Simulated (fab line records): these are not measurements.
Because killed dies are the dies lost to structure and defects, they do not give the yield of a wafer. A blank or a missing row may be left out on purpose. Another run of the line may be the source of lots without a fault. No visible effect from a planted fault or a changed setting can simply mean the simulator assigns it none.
fab line records	flow n5-finfet
[record] lots = 8	wafers = 22	last-day = 17
route steps=1938 shown MOL_CONTACT_COAG@554 BEOL_M4@1111 PASSIVATION@1936
lots that met no fault: taken from a fault-free run of the same line
start-h: the number of hours between the record's first day and the start of the first shown wafer of the lot	wait-h: how many hours have passed since the lot's step before this one	" unchanged from the row above	L1.1+2: several wafers, shown together as one row	- no value present, or no start provided	* or withheld: withheld	< > ~ a bound
route shown NAME@n: NAME is a module with steps in the file, n the number in the route of the first one	usual: mean/standard deviation taken from wafers without a fault	same: alike in all rows	chamber/n: place in a boat	sites: the reading at each site	_std_site: how widely they spread, as a standard deviation	_edge_site: inner sites' mean taken away from outer sites' mean	radius-mm: how far each site lies from the wafer's centre	mask NAME#n: copy n	behind: the last tool/chamber to shape the wafer	hold: cause of the lot's hold/its duration in hours/its outcome	device: the n, p or np transistor that did not switch	end of line: the tests these same wafers got at the end of their route	a step given without rows: its recipe and nothing more	killed: dies that structure and defects cost at the first sort, which is not the same as the wafer's yield	map: a wafer's dies, x killed, . not, _ none there
set.NAME: the setting as run; set.NAME@STEP: as run at that earlier step	model.NAME: the simulator's own value behind a step, which no gauge read
one table for each step of the route and one row for each wafer, over a sample of lots
services: when a tool's chamber went out of use (start-h, in hours from the record's first day, below 0 if earlier), for how many hours, and the reason
[[steps]]
[step N5_MOL_CONTACT_COAG_CMP_23]
[recipe] stop-on = SiO2	t-overpolish-s = 1.5	post-cmp-clean = cu-alkaline	down-force-psi = 2	platen-rpm = 50.289	pad-velocity-m-s = 1.0006	target-thk-nm = 0
[usual] head-pressure-psi = 2.001/0.0042	motor-current-A = 8.1/1.2	overpolish-run-s = 1.500/0.0097	time-to-endpoint-s = 9.2/2.5
lot.wafer	tool	chamber	start-h	wait-h	head-pressure-psi	motor-current-A	overpolish-run-s	time-to-endpoint-s
L873.4	cmp-01	0	98.44	0.0	2.006	8.2	1.505	13.2
L873.6	"	0	"	"	2.007	8.0	1.498	12.0
L873.5	"	1	"	"	2.004	7.9	1.501	8.3
L882.2	cmp-04	1	154.85	0.0	2.002	8.1	1.514	12.5
L882.5	"	1	"	"	1.997	8.2	1.505	12.7
L883.2	cmp-04	1	161.03	0.1	1.999	8.1	1.492	14.7
L883.6	"	3	"	"	1.995	7.2	1.518	14.5
L884.2	cmp-02	1	165.33	0.1	2.004	7.4	1.499	5.3
L884.5	"	0	"	"	1.993	7.8	1.483	8.8
L884.6	"	1	"	"	1.995	7.0	1.509	4.6
L885.1	cmp-02	1	171.82	0.0	2.006	7.4	1.499	6.9
L885.3	"	2	"	"	1.998	9.0	1.503	5.2
L885.4	"	3	"	"	1.998	7.2	1.492	6.6
L890.1	cmp-02	1	199.15	0.0	1.999	7.1	1.502	6.4
L890.4	"	2	"	"	1.996	9.2	1.498	7.1
L890.5	"	2	"	"	2.000	9.1	1.475	5.6
L895.2	cmp-04	0	227.06	0.0	2.003	8.3	1.498	6.4
L895.1	"	1	"	"	2.003	8.2	1.511	7.9
L895.6	"	1	"	"	1.996	7.8	1.496	7.6
L896.1	cmp-04	2	231.45	0.1	1.993	8.5	1.512	6.6
L896.3	"	3	"	"	1.999	7.0	1.497	8.0
L896.5	"	2	"	"	1.998	8.2	1.485	6.4
[step N5_MOL_CONTACT_COAG_CMP_28]
[recipe] stop-on = SiNx	t-overpolish-s = 0.85	post-cmp-clean = alkaline-brush	down-force-psi = 4.15	platen-rpm = 51.8	pad-velocity-m-s = 1.0307	target-thk-nm = 14.522
[usual] head-pressure-psi = 4.151/0.0098	motor-current-A = 12.7/2.2	time-to-endpoint-s = 3.9/2.2
lot.wafer	tool	chamber	start-h	wait-h	head-pressure-psi	motor-current-A	time-to-endpoint-s
L873.4	cmp-01	1	100.94	0.9	4.152	11.7	1.0
L873.5	"	3	"	"	4.163	10.7	4.3
L873.6	"	0	"	"	4.158	13.1	7.7
L882.2	cmp-02	2	157.24	0.8	4.163	13.3	0.0
L882.5	"	3	"	"	4.154	10.5	1.4
L883.2	cmp-01	3	164.38	0.8	4.149	10.7	2.7
L883.6	"	3	"	"	4.148	11.2	2.0
L884.2	cmp-02	0	167.72	0.8	4.144	12.4	7.0
L884.5	"	3	"	"	4.152	10.8	3.8
L884.6	"	0	"	"	4.164	11.5	6.0
L885.3	cmp-01	2	174.27	0.9	4.155	17.2	3.7
L885.4	"	3	"	"	4.160	11.2	4.7
L885.1	"	0	"	"	4.163	12.2	7.2
L890.4	cmp-01	1	201.54	0.0	4.158	11.5	1.9
L890.1	"	3	"	"	4.144	11.1	5.3
L890.5	"	1	"	"	4.153	11.7	0.3
L895.2	cmp-02	3	229.45	0.8	4.149	10.4	0.7
L895.1	"	2	"	"	4.126	13.9	0.0
L895.6	"	3	"	"	4.168	10.9	1.8
L896.3	cmp-04	0	233.95	0.9	4.147	11.3	0.1
L896.1	"	3	"	"	4.148	10.6	3.1
L896.5	"	1	"	"	4.156	12.8	1.2
[step N5_MOL_CONTACT_COAG_THK_MEAS_29]
[recipe] reads = SiNx_of_GATE_CUT_PECVD_57+SiNx_of_GATE_CUT_SAC_CAP_01
[usual] MD_CAP_THK = 17.89/0.071
lot.wafer	tool	chamber	start-h	wait-h	MD_CAP_THK[nm]
L873.4	film-metro-02	-	101.16	-	17.91
L873.5	"	-	"	"	17.88
L873.6	"	-	"	"	17.78
L882.2	film-metro-02	-	157.54	-	17.97
L882.5	"	-	"	"	17.93
L883.2	film-metro-01	-	164.63	-	18.06
L883.6	"	-	"	"	17.98
L884.2	film-metro-02	-	167.97	-	17.90
L884.5	"	-	"	"	17.92
L884.6	"	-	"	"	17.88
L885.1	film-metro-02	-	174.53	-	17.99
L885.3	"	-	"	"	18.00
L885.4	"	-	"	"	17.98
L890.1	film-metro-02	-	201.83	-	17.82
L890.4	"	-	"	"	17.92
L890.5	"	-	"	"	17.84
L895.1	film-metro-01	-	229.74	-	17.73
L895.2	"	-	"	"	17.86
L895.6	"	-	"	"	17.86
L896.1	film-metro-02	-	234.24	-	17.91
L896.3	"	-	"	"	17.81
L896.5	"	-	"	"	17.81
[step N5_MOL_CONTACT_COAG_ETCH_91]
[recipe] chemistry = N2/H2	target = SOC	target-depth-a = 600	overetch-a = 210	mask-material = SiARC	temp-c = 40	time-s = 101.2	ion-energy-ev = 200	pressure-mtorr = 30	source-w = 840	bias-w = 150	n2-flow-sccm = 200	h2-flow-sccm = 200
[usual] chamber-pressure-mTorr = 29.997/0.027	drypump-motor-current-A = 5.6/0.49	oes-product-au = 0.69/0.051	rf-vpp-V = 524.5/2.7	showerhead-plenum-p-Torr = 2.57/0.097	throttle-valve-pct = 17.73/0.18
lot.wafer	tool	chamber	start-h	wait-h	chamber-pressure-mTorr	drypump-motor-current-A	oes-product-au	rf-hours-counter-h	rf-vpp-V	showerhead-plenum-p-Torr	throttle-valve-pct
L873.4	rie-diel-02	1	102.84	0.0	29.994	5.6	0.73	31	525.8	2.59	17.42
L873.5	"	2	"	"	30.008	5.8	0.71	-	528.8	2.71	17.70
L873.6	"	1	"	"	30.022	5.6	0.74	-	526.1	2.59	17.41
L882.2	rie-diel-02	0	159.02	0.0	30.003	5.8	0.70	35	525.0	2.61	17.54
L882.5	"	0	"	"	30.003	5.8	0.70	-	525.8	2.61	17.53
L883.2	rie-diel-02	3	166.07	0.0	30.061	4.8	0.67	69	521.0	2.46	17.75
L883.6	"	3	"	"	30.010	4.8	0.70	-	521.7	2.46	17.76
L884.2	rie-diel-02	1	169.63	0.0	29.980	5.6	0.67	60	525.8	2.58	17.47
L884.5	"	0	"	"	29.975	5.8	0.69	-	525.3	2.61	17.56
L884.6	"	1	"	"	29.999	5.6	0.70	-	525.1	2.58	17.49
L885.1	rie-diel-01	1	176.52	0.0	30.023	5.3	0.58	218	522.7	2.52	18.02
L885.3	"	0	"	"	29.976	6.1	0.59	229	519.4	2.41	18.05
L885.4	"	1	"	"	29.993	5.3	0.58	-	522.4	2.52	18.01
L890.1	rie-diel-06	3	203.87	0.0	29.995	5.2	0.71	61	528.2	2.66	17.59
L890.4	"	2	"	"	29.988	5.4	0.73	43	527.7	2.70	17.86
L890.5	"	2	"	"	29.995	5.4	0.73	-	529.3	2.70	17.87
L895.1	rie-diel-02	1	231.22	0.0	30.024	5.6	0.68	81	524.7	2.57	17.52
L895.2	"	3	"	"	30.011	4.8	0.67	93	521.1	2.45	17.79
L895.6	"	3	"	"	29.986	4.8	0.68	-	521.7	2.45	17.80
L896.1	rie-diel-02	2	235.82	0.0	29.946	5.8	0.66	101	529.1	2.68	17.76
L896.3	"	3	"	"	30.021	4.7	0.67	95	521.5	2.45	17.80
L896.5	"	0	"	"	29.985	5.8	0.69	-	524.6	2.60	17.59
[step N5_MOL_CONTACT_COAG_ETCH_47]
[recipe] chemistry = CH3F/O2	target = SiNx	target-depth-a = 270	mask-material = SiO2	stop-on = W	over-etch-frac = 0.2	ion-energy-ev = 120	endpoint = OES-CN	pressure-mtorr = 30	source-w = 395	bias-w = 73	Ar_flow_sccm = 150	CH3F_flow_sccm = 30	O2_flow_sccm = 20	ends = end-point
[usual] O2_flow_sccm = 19.99/0.054	chamber-pressure-mTorr = 29.999/0.027	drypump-motor-current-A = 5.6/0.49	etch-rf-on-time-s = 31.1/0.39	oes-product-au = 0.74/0.056	rf-vpp-V = 296.2/2.9	showerhead-plenum-p-Torr = 2.01/0.075	throttle-valve-pct = 16.26/0.19
lot.wafer	tool	chamber	start-h	wait-h	O2_flow_sccm	chamber-pressure-mTorr	drypump-motor-current-A	etch-rf-on-time-s	oes-product-au	rf-hours-counter-h	rf-vpp-V	showerhead-plenum-p-Torr	throttle-valve-pct
L873.4	rie-diel-02	1	103.07	0.0	20.03	29.988	5.6	30.7	0.79	31	298.3	2.02	15.95
L873.5	"	2	"	"	19.96	30.009	5.8	31.5	0.75	-	292.5	2.12	16.11
L873.6	"	1	"	"	20.00	30.009	5.6	30.8	0.79	-	295.3	2.02	15.95
L882.2	rie-diel-02	0	159.25	0.0	20.02	30.015	5.8	50.8	0.33	35	293.0	2.05	16.01
L882.5	"	0	"	"	19.99	30.029	5.8	50.8	0.32	-	293.1	2.05	16.01
L883.2	rie-diel-02	3	166.30	0.0	20.01	30.024	4.7	31.2	0.32	69	297.0	1.93	16.33
L883.6	"	3	"	"	20.02	30.009	4.7	31.2	0.75	-	295.6	1.93	16.36
L884.2	rie-diel-02	1	169.86	0.0	20.05	30.018	5.6	50.8	0.32	60	295.1	2.01	15.96
L884.5	"	0	"	"	19.90	30.009	5.8	50.8	0.33	-	295.1	2.05	16.00
L884.6	"	1	"	"	19.92	29.986	5.6	30.5	0.76	-	296.2	2.02	16.01
L885.1	rie-diel-01	1	176.75	0.0	19.95	30.046	5.3	31.8	0.62	218	298.2	1.98	16.50
L885.3	"	0	"	"	19.92	29.994	6.1	31.5	0.63	229	292.9	1.90	16.62
L885.4	"	1	"	"	19.94	30.007	5.3	31.8	0.61	-	295.2	1.98	16.51
L890.1	rie-diel-06	3	204.10	0.0	20.05	29.981	5.2	30.5	0.76	61	303.2	2.10	16.24
L890.4	"	2	"	"	20.03	30.005	5.4	30.5	0.79	44	299.5	2.12	16.40
L890.5	"	2	"	"	20.01	29.945	5.4	30.7	0.78	-	299.3	2.12	16.39
L895.1	rie-diel-02	1	231.45	0.0	20.01	29.956	5.6	30.5	0.73	81	295.8	2.01	16.04
L895.2	"	3	"	"	19.98	29.987	4.7	31.3	0.71	93	296.3	1.92	16.42
L895.6	"	3	"	"	20.02	30.040	4.7	30.9	0.73	-	295.1	1.92	16.42
L896.1	rie-diel-02	2	236.05	0.0	19.97	29.992	5.8	31.4	0.70	101	291.0	2.10	16.21
L896.3	"	3	"	"	19.96	29.988	4.8	30.9	0.72	95	296.2	1.92	16.44
L896.5	"	0	"	"	20.03	29.978	5.8	31.1	0.74	-	294.0	2.04	16.10
[step N5_MOL_CONTACT_COAG_CD_MEAS_137]
[recipe] target-cd-nm = 16
[usual] cd-nm = 15.8/0.34
lot.wafer	tool	chamber	start-h	wait-h	cd-nm
L873.4	cd-sem-03	-	103.30	0.0	16.2
L873.5	"	-	"	"	15.7
L873.6	"	-	"	"	16.1
L882.2	cd-sem-03	-	159.48	0.0	-
L882.5	"	-	"	"	-
L883.2	cd-sem-03	-	166.53	0.0	-
L883.6	"	-	"	"	15.5
L884.2	cd-sem-02	-	170.09	0.0	-
L884.5	"	-	"	"	-
L884.6	"	-	"	"	15.7
L885.1	cd-sem-02	-	176.99	0.0	15.6
L885.3	"	-	"	"	16.3
L885.4	"	-	"	"	15.1
L890.1	cd-sem-02	-	204.32	0.0	15.7
L890.4	"	-	"	"	15.6
L890.5	"	-	"	"	15.5
L895.1	cd-sem-01	-	231.73	0.0	16.4
L895.2	"	-	"	"	15.7
L895.6	"	-	"	"	15.9
L896.1	cd-sem-02	-	236.28	0.0	15.7
L896.3	"	-	"	"	15.5
L896.5	"	-	"	"	15.6
[step N5_MOL_CONTACT_COAG_ETCH_124]
[recipe] chemistry = CH3F/O2	target = SiNx	target-depth-a = 65	mask-material = SOC	stop-on = SiOC	over-etch-frac = 0.3	ion-energy-ev = 120	pressure-mtorr = 30	source-w = 395	bias-w = 73	Ar_flow_sccm = 150	CH3F_flow_sccm = 30	O2_flow_sccm = 20	ends = end-point
[usual] O2_flow_sccm = 20.00/0.068	chamber-pressure-mTorr = 30.001/0.027	drypump-motor-current-A = 5.7/0.47	oes-product-au = 0.69/0.063	rf-vpp-V = 296.1/2.7	showerhead-plenum-p-Torr = 1.99/0.071	throttle-valve-pct = 16.29/0.19
lot.wafer	tool	chamber	start-h	wait-h	O2_flow_sccm	chamber-pressure-mTorr	drypump-motor-current-A	oes-product-au	rf-hours-counter-h	rf-vpp-V	showerhead-plenum-p-Torr	throttle-valve-pct
L873.4	rie-diel-01	2	104.28	0.0	19.97	30.045	6.4	0.61	227	295.0	1.96	16.45
L873.5	"	2	"	"	19.94	30.031	6.4	0.62	-	294.8	1.96	16.44
L873.6	"	3	"	"	20.09	30.047	5.7	0.80	-	299.3	1.96	16.21
L882.2	rie-diel-01	1	160.56	0.0	20.07	29.971	5.3	0.27	210	295.6	1.98	16.45
L882.5	"	1	"	"	20.03	29.995	5.3	0.27	-	297.7	1.98	16.44
L883.2	rie-diel-06	0	167.74	0.0	20.13	30.000	5.3	0.34	16	298.9	2.13	16.18
L883.6	"	0	"	"	20.06	29.988	5.3	0.76	-	300.6	2.13	16.18
L884.2	rie-diel-02	2	171.15	0.0	19.98	30.004	5.8	0.31	79	292.8	2.11	16.14
L884.5	"	2	"	"	19.99	29.994	5.7	0.31	-	293.0	2.11	16.13
L884.6	"	1	"	"	19.95	30.037	5.6	0.72	-	296.2	2.01	15.97
L885.1	rie-diel-01	0	177.93	0.0	19.92	29.969	6.1	0.61	229	293.9	1.90	16.59
L885.3	"	1	"	"	20.01	29.990	5.3	0.59	219	298.7	1.98	16.48
L885.4	"	0	"	"	20.02	30.033	6.1	0.61	-	293.6	1.90	16.59
L890.1	rie-diel-06	3	205.43	0.0	20.06	29.999	5.1	0.72	62	303.6	2.10	16.22
L890.4	"	0	"	"	19.80	29.977	5.3	0.75	29	300.4	2.12	16.22
L890.5	"	0	"	"	19.84	29.973	5.3	0.74	-	300.9	2.12	16.22
L895.1	rie-diel-01	3	232.95	0.0	19.95	30.014	5.7	0.71	60	299.2	1.94	16.30
L895.2	"	0	"	"	19.97	30.007	6.1	0.60	248	292.8	1.89	16.64
L895.6	"	1	"	"	20.02	30.005	5.3	0.58	-	294.9	1.97	16.51
L896.1	rie-diel-01	2	237.64	0.0	19.89	29.986	6.4	0.76	19	296.1	1.95	16.08
L896.3	"	3	"	"	19.97	29.991	5.7	0.70	61	298.2	1.94	16.31
L896.5	"	2	"	"	20.01	30.038	6.4	0.77	-	295.3	1.95	16.08
[step N5_BEOL_M4_RC_MEAS_101]
[usual] DIBL_N = 36.1/1.5	DIBL_P = 36.1/1.9	IOFF_N = 0.159/0.029	IOFF_P = 0.21/0.038	ION_N = 675/11	ION_P = 464/8.1	SS_N = 71.5/0.57	SS_P = 73.3/0.64	VT_N = 249/3.1	VT_P = -250/3.8
lot.wafer	tool	chamber	start-h	wait-h	DIBL_N[mV/V]	DIBL_P[mV/V]	IOFF_N[nA/um]	IOFF_P[nA/um]	ION_N[uA/um]	ION_P[uA/um]	SS_N[mV/dec]	SS_P[mV/dec]	VT_N[mV]	VT_P[mV]
L873.4	prober-01	0	158.90	0.5	37.0	37.6	0.149	0.21	664	462	71.6	73.3	249	-251
L873.5	"	0	"	"	35.4	34.6	0.118	0.17	654	457	71.8	72.9	255	-254
L873.6	"	0	"	"	37.2	38.3	0.144	0.22	664	461	71.6	73.2	252	-251
L883.6	prober-01	0	222.02	0.8	35.3	36.2	0.160	0.22	673	468	71.2	73.7	249	-247
L884.6	prober-01	0	227.49	0.8	37.4	37.4	0.209	0.29	695	477	72.2	74.1	245	-241
L885.1	prober-01	0	245.48	0.0	33.0	32.4	0.104	0.15	660	446	70.9	72.5	255	-254
L885.3	"	0	"	"	36.2	35.5	0.145	0.18	664	456	71.4	73.0	252	-253
L885.4	"	0	"	"	33.8	33.0	0.109	0.15	668	453	71.1	72.2	256	-254
L890.1	prober-01	0	269.52	0.0	35.6	37.1	0.150	0.19	663	457	71.3	73.5	253	-254
L890.4	"	0	"	"	36.9	37.5	0.166	0.19	676	460	72.4	73.6	248	-254
L890.5	"	0	"	"	36.6	37.7	0.169	0.20	675	457	72.3	73.7	251	-254
L895.1	prober-02	0	306.03	0.0	37.1	37.1	0.173	0.30	677	479	71.4	73.3	246	-241
L895.2	"	0	"	"	37.5	37.7	0.192	0.32	689	481	72.1	73.7	247	-242
L895.6	"	0	"	"	37.6	37.6	0.198	0.31	686	473	72.0	74.3	245	-244
L896.1	prober-01	0	321.45	0.0	36.2	36.8	0.181	0.23	684	469	71.1	73.3	247	-247
L896.3	"	0	"	"	36.6	36.4	0.180	0.23	680	468	70.9	72.5	246	-248
L896.5	"	0	"	"	34.8	36.0	0.168	0.23	686	473	71.5	73.6	244	-247
[step N5_PASSIVATION_PROBE_49]
[usual] defect-limited-yield = 91.5/1.6	killed_at_M0_to_M3 = 33/10	killed_at_M4_up = 13/5.6	killed-at-contacts = 13/6	killed-at-front-end = 39/12	killed-at-other = 3.0/2.8	killed-dies = 101/19	killed-on-rim = 13/4	killed-open = 65/13	killed-short = 32/8.3	sort_bin_5_function = 5.0/1	sort_bin_6_memory = 3.1/0.69	sort-n-pass = 1079/19	sort-yield-pct = 91.5/1.6
[same] gross-dies = 1180	killed-at-back-side = 0	sort_bin_4_leakage[%] = 0	sort_bin_8_speed[%] = 0
lot.wafer	tool	chamber	start-h	wait-h	defect-limited-yield[%]	killed_at_M0_to_M3	killed_at_M4_up	killed-at-contacts	killed-at-front-end	killed-at-other	killed-dies	killed-on-rim	killed-open	killed-short	sort_bin_5_function[%]	sort_bin_6_memory[%]	sort-n-pass	sort-yield-pct[%]
L882.2	prober-02	-	323.66	0.1	0.3	64	23	1039	47	4	1177	152	89	62	93.9	5.0	3	0.3
L882.5	prober-02	-	323.81	0.2	0.8	43	12	1072	44	0	1171	145	83	49	95.2	4.0	9	0.8
L883.2	prober-01	-	327.24	0.1	0.3	22	13	1090	49	2	1176	150	63	35	95.8	3.3	4	0.3
L883.6	prober-01	-	327.44	0.3	90.2	26	16	14	59	1	116	19	71	41	5.2	4.1	1064	90.2
L884.2	prober-02	-	338.43	0.1	0.8	32	14	1083	41	1	1171	152	52	38	95.1	3.8	9	0.8
L884.5	prober-02	-	338.58	0.2	0.8	46	14	1075	33	3	1171	144	64	38	95.6	3.1	9	0.8
L884.6	prober-02	-	338.63	0.3	90.9	22	23	5	54	3	107	15	72	27	4.7	3.7	1073	90.9
// killed by level:class
L882.2 MOL_CONTACT_COAG:area-etch=1024 BEOL_M0_SAQP:geometric-particle:short=20 FIN_SAQP:geometric-particle:short=19 BEOL_M0_SAQP:geometric-particle:open=19 MOL_CONTACT_COAG:geometric-particle:open=15 BEOL_M4:geometric-particle:open=14 FIN_SAQP:geometric-particle:open=13 BEOL_M3:geometric-particle:open=7
L882.5 MOL_CONTACT_COAG:area-etch=1038 MOL_CONTACT_COAG:geometric-particle:open=25 BEOL_M0_SAQP:geometric-particle:short=14 BEOL_M0_SAQP:geometric-particle:open=13 FIN_SAQP:geometric-particle:open=11 FIN_SAQP:geometric-particle:short=11 MOL_CONTACT_COAG:geometric-particle:short=9 STARTING-WAFER:geometric-particle:open=6
L883.2 MOL_CONTACT_COAG:area-etch=1076 STI_FIN_REVEAL:geometric-particle:open=16 MOL_CONTACT_COAG:geometric-particle:open=11 FIN_SAQP:geometric-particle:short=6 STI_FIN_REVEAL:geometric-particle:short=5 BEOL_M0_SAQP:geometric-particle:short=5 BEOL_M3:geometric-particle:open=5 BEOL_M7:geometric-particle:open=5
L883.6 STI_FIN_REVEAL:geometric-particle:open=18 FIN_SAQP:geometric-particle:short=13 MOL_CONTACT_COAG:geometric-particle:open=11 DUMMY_GATE:geometric-particle:open=7 BEOL_M0_SAQP:geometric-particle:short=7 FIN_SAQP:geometric-particle:open=5 STI_FIN_REVEAL:geometric-particle:short=5 BEOL_M2:geometric-particle:open=5
L884.2 MOL_CONTACT_COAG:area-etch=1079 FIN_SAQP:geometric-particle:short=9 FIN_SAQP:geometric-particle:open=7 BEOL_M0_SAQP:geometric-particle:open=7 BEOL_M0_SAQP:geometric-particle:short=7 BEOL_M1:geometric-particle:open=7 STI_FIN_REVEAL:geometric-particle:open=6 BEOL_M2:geometric-particle:open=6
L884.5 MOL_CONTACT_COAG:area-etch=1069 BEOL_M0_SAQP:geometric-particle:open=9 BEOL_M3:geometric-particle:open=8 BEOL_M4:geometric-particle:open=8 BEOL_M2:geometric-particle:open=7 BEOL_M1:geometric-particle:short=5 STI_FIN_REVEAL:geometric-particle:open=5 DUMMY_GATE:geometric-particle:open=5
L884.6 STI_FIN_REVEAL:geometric-particle:open=13 BEOL_M2:geometric-particle:open=10 BEOL_M4:geometric-particle:open=9 FIN_SAQP:geometric-particle:open=6 DUMMY_GATE:geometric-particle:open=6 MOL_CONTACT_COAG:geometric-particle:open=5 BEOL_M2:geometric-particle:short=5 HKMG_FIN:area-etch=5
[[services]]
tool	chamber	start-h	hours	kind
rie-diel-06	2	83.58	4.7	repair
rie-diel-02	2	92.12	3.4	repair
cmp-02	-	94.81	4.1	repair
rie-diel-06	-	104.51	28.1	pm
cmp-04	-	114.69	1.4	repair
cmp-04	-	122.01	12.8	pm
cmp-04	-	136.94	7.0	pm
rie-diel-02	0	145.20	4.2	repair
rie-diel-01	2	155.86	-	clean
rie-diel-01	2	155.86	-	consumable-replace:focus-ring
rie-diel-01	2	155.86	24.8	scheduled-down
rie-diel-01	2	155.86	24.8	vent-cycle
cmp-01	-	160.58	1.5	repair
cmp-04	-	164.11	1.0	repair
cmp-01	-	179.65	4.0	pm
cmp-04	-	182.35	0.4	repair
cmp-01	-	183.65	-	consumable-replace:conditioner
cmp-01	-	183.65	-	consumable-replace:pad
cmp-04	-	189.92	0.3	repair
cmp-02	-	196.25	2.8	repair
cmp-01	-	202.18	2.4	repair
cmp-04	-	203.12	2.8	repair
rie-diel-06	3	219.51	1.4	repair
cmp-01	-	230.19	4.0	pm
[[key]]
[first-sign] step = N5_MOL_CONTACT_COAG_ETCH_47	reading = etch-rf-on-time-s	direction = up	sigmas = 41	usual = *	struck = *	wafers-moved = 4
[effect] step = N5_MOL_CONTACT_COAG_ETCH_47	reading = oes-product-au	direction = down	sigmas = 7.4	usual = 0.74	struck = 0.32
[effect] step = N5_MOL_CONTACT_COAG_CD_MEAS_137	reading = cd-nm	direction = missing
[effect] step = N5_MOL_CONTACT_COAG_ETCH_124	reading = oes-product-au	direction = down	sigmas = 6.1	usual = 0.69	struck = 0.30
[effect] step = N5_PASSIVATION_PROBE_49	reading = killed-at-contacts	direction = up	sigmas = 99+	usual = 13	struck = 1072
[more-kills-born-at] N5_MOL_CONTACT_COAG_ETCH_91@rie-diel-02 = 5286
met-at N5_MOL_CONTACT_COAG_ETCH_91
struck-lots L882,L883,L884
struck-wafers L882.2,L882.5,L883.2,L884.2,L884.5
later-rows-left-out L882.2,L882.5,L883.2,L884.2,L884.5
not-acting-at N5_MOL_CONTACT_COAG_CMP_23,N5_MOL_CONTACT_COAG_CMP_28,N5_MOL_CONTACT_COAG_THK_MEAS_29
onset-between 102.84 159.02
[fault] kind = process-parameter-drift	tool = rie-diel-02	chamber = -	onset-h = 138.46	steps = N5_MOL_CONTACT_COAG_ETCH_91	channel = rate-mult	offset = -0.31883	shape = step	end-h = 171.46	scope = struck-wafers-only
// later-rows-left-out: the simulator's readings of these wafers behind a module that went badly wrong aren't trusted and aren't shown, but for the sort
